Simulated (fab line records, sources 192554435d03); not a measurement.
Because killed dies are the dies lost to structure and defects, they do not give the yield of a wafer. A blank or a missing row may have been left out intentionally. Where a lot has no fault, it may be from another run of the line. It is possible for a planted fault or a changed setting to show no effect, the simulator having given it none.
Comparing a struck lot with a sound one    flow n5_finfet    40 out of 1938 route steps
Sound: the wafers L217.1, L217.2, L217.6. The struck wafers were L231.4, L231.5, L231.6. At the end, the cause is stated.
Order at every step that has rows: each side's tool, ch and its chambers, its first start. Under that, the readings that differ: sound wafers    struck wafers    difference of the means    sigmas: that difference in standard deviations of wafers without a fault.
alike: a reading whose means differ by less than 2 such deviations, as well as words and numbers matching on both sides. not compared: withheld readings; readings where some wafer has no value; bounds like >300 that might hide an equal value; numbers whose values overlap and for which the record gives no deviation.
Wherever a step has rows on one side only, a row that says differs or no value, or a row with sigmas, the two part there. Numbers that have no deviation but don't overlap get no sigmas and don't part them. Lack of a reading on every wafer of one side parts them only where that side has two or more wafers.

N5_BEOL_M13_ETCH_59: etches BARC in N2/H2, target depth 89 nm, overetch 26.7 nm, time 67.9 s.
  sound on rie_diel-02 ch 0,1,2, day 12 13:47; struck on rie_diel-05 ch 0,3, day 15 15:02
  alike: drypump_motor_current_A, oes_product_au, rf_vpp_V, showerhead_plenum_p_Torr, throttle_valve_pct
  not compared: rf_hours_counter_h
N5_BEOL_M13_VIA_ETCH_16: etches SiOC in C4F8/O2/Ar, target depth 921.7 nm.
  sound on rie_diel-02 ch 0,1,2, day 12 13:50; struck on rie_diel-05 ch 0,3, day 15 15:05
  alike: drypump_motor_current_A, oes_product_au, rf_vpp_V, showerhead_plenum_p_Torr, throttle_valve_pct
then, 1 step without rows for these wafers: N5_BEOL_M13_STRIP_63 (strips in N2/H2).
N5_BEOL_M13_STRIP_64: strips in N2/H2.
  sound on plasma_asher-02 ch 0,1, day 12 14:07; struck on plasma_asher-01 ch 0,1, day 15 15:24
  alike: drypump_motor_current_A, heater_power_w, oes_product_au, strip_time_to_endpoint_s
  not compared: rf_hours_counter_h
then, 2 steps without rows for these wafers: N5_BEOL_M13_STRIP_71 (strips in post etch residue remover, time 60 s); N5_BEOL_M13_SRD_72 (time 30 s, dry time 30 s).
N5_BEOL_M13_CD_MEAS_17: the cd target is 190 nm.
  struck on cd_sem-03, day 15 15:32; sound on cd_sem-02, day 12 14:16
  alike: cd_nm
then, 5 steps without rows for these wafers: N5_BEOL_M13_COAT_65 (time 60 s, resist thk 350 nm); N5_BEOL_M13_COAT_66 (time 60 s, resist thk 110 nm); N5_BEOL_M13_COAT_22 (resist thk 300 nm); N5_BEOL_M13_EBR_24; N5_BEOL_M13_SOFTBAKE_23 (time 60 s).
N5_BEOL_M13_EXPOSE_25: exposes mask M13, target cd 210 nm.
  sound on krf_scanner-01 ch 0, day 12 14:26; struck on krf_scanner-01 ch 0, day 15 15:43
reading               sound                 struck                difference  sigmas
exposure_dose_mJ_cm2  21.988 21.964 21.966  20.398 20.433 20.416  -1.557      -74
  alike: mask
then, 3 steps without rows for these wafers: N5_BEOL_M13_PEB_26 (peb time 90 s); N5_BEOL_M13_DEVELOP_27 (develop time 45 s); N5_BEOL_M13_HARDBAKE_32 (time 120 s).
N5_BEOL_M13_CD_MEAS_28: the cd target is 209.5 nm.
  sound on cd_sem-01 ch 0, day 12 14:36; struck on cd_sem-03 ch 0, day 15 15:52
reading     sound              struck             difference  sigmas
cd_nm (nm)  212.9 212.6 211.7  219.2 235.9 247.5  +21.8       +13
N5_BEOL_M13_OVL_MEAS_29:
  sound on overlay-01 ch 0, day 12 14:38; struck on overlay-01 ch 0, day 15 15:53
  alike: M13_OVL
N5_BEOL_M13_INSPECT_30: inspects for defects (macro).
  struck on defect_inspect-02, day 15 15:55; sound on defect_inspect-01, day 12 14:40
  alike: raw_defect_count
N5_BEOL_M13_DESCUM_33: chemistry O2, time 7.9 s.
  sound on rie_diel-02 ch 0,1,2, day 12 15:13; struck on rie_diel-02 ch 1,2, day 15 15:57
reading                    sound              struck           difference  sigmas
model.BEOL_M13.cd_nm (nm)  212.8 212.2 211.6  219.2 236 247.2  +21.9       
  alike: drypump_motor_current_A, oes_product_au, rf_vpp_V, showerhead_plenum_p_Torr, throttle_valve_pct
  not compared: rf_hours_counter_h
N5_BEOL_M13_ETCH_67: etches SiARC in CF4, target depth 143 nm, time 238.3 s.
  sound on rie_diel-02 ch 0,1,2, day 12 15:16; struck on rie_diel-02 ch 1,2, day 15 15:59
  alike: cf4_flow_sccm, drypump_motor_current_A, etch_rf_on_time_s, oes_product_au, rf_vpp_V, showerhead_plenum_p_Torr, throttle_valve_pct
  not compared: rf_hours_counter_h
then, 4 steps without rows for these wafers: N5_BEOL_M13_ETCH_68 (etches SOC in N2/H2, time 355 s); N5_BEOL_M13_STRIP_69 (strips in N2/H2); N5_BEOL_M13_TRENCH_ETCH_34 (etches SiOC in C4F8/O2/Ar, target depth 413.47 nm, time 162.6 s); N5_BEOL_M13_STRIP_70 (strips in C4F8/O2/Ar).
N5_BEOL_M13_STRIP_37: strips in N2/H2.
  sound on plasma_asher-01 ch 0,1, day 12 15:50; struck on plasma_asher-02 ch 0,1, day 15 16:35
  alike: drypump_motor_current_A, heater_power_w, oes_product_au
  not compared: rf_hours_counter_h
N5_BEOL_M13_ETCH_38: etches SiCN in CF4/N2, target depth 67.5 nm, time 71.9 s.
  sound on rie_diel-05 ch 0,1,3, day 12 16:29; struck on rie_diel-05 ch 0,1,3, day 15 20:02
reading                    sound              struck             difference  sigmas
cf4_flow_sccm (sccm)       60.23 60.48 60.03  59.93 59.96 59.78  -0.36       -2
model.BEOL_M13.cd_nm (nm)  212.2 213.6 213    220.6 237.6 249.2  +22.9       
  alike: drypump_motor_current_A, oes_product_au, rf_vpp_V, showerhead_plenum_p_Torr, throttle_valve_pct
  not compared: rf_hours_counter_h
then, 12 steps without rows for these wafers: N5_BEOL_M13_PRECLEAN_39 (cleans in residue remover, time 60 s); N5_BEOL_M13_SRD_40 (time 30 s, dry time 30 s); N5_BEOL_M13_DEGAS_41 (time 60 s); N5_BEOL_M13_PRE_CLEAN_42 (time 30 s); N5_BEOL_M13_SPUTTER_43 (material TaN, target thk 15 nm, time 24.19 s); N5_BEOL_M13_SPUTTER_44 (material Ta, target thk 10 nm, time 16.13 s); N5_BEOL_M13_SPUTTER_45 (material Cu, target thk 80 nm, time 13.33 s); N5_BEOL_M13_ECD_47 (material Cu, target thk 936 nm); N5_BEOL_M13_ANNEAL_48 (time 90 s); N5_BEOL_M13_CMP_49 (polishes, stops on SiOC, t overpolish 17.1 s, target thk 420 nm); N5_BEOL_M13_PRE_CLEAN_52 (time 15 s); N5_BEOL_M13_DEP_53 (deposits SiCN from 3MS/NH3, target thk 50 nm, time 17.8 s).
N5_BEOL_M15_RC_MEAS_101:
  sound on prober-02 ch 0, day 13 13:11; struck on prober-01 ch 0, day 16 12:49
reading                     sound              struck       difference  sigmas
SERP_M13 (ohm/um)           0.307 0.303 0.303  0.288 0.261  -0.030      -5
SERP_M13_max_site (ohm/um)  0.310 0.308 0.305  0.290 0.264  -0.031      -5
  alike: COMB_M10, COMB_M11, COMB_M12, COMB_M13, COMB_M14, COMB_M15, COMB_M5, COMB_M6, COMB_M7, COMB_M8, COMB_M9, SERP_M10, SERP_M11, SERP_M12, SERP_M14, SERP_M5, SERP_M6, SERP_M6_max_site, SERP_M7, SERP_M8, SERP_M9

== WHERE THEY PART ==
At N5_BEOL_M13_EXPOSE_25 first; at N5_BEOL_M15_RC_MEAS_101 last (within this record only).

WHY: the cause the simulator had injected
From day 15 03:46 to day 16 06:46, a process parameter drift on krf_scanner-01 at N5_BEOL_M13_EXPOSE_25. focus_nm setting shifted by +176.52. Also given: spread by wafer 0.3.
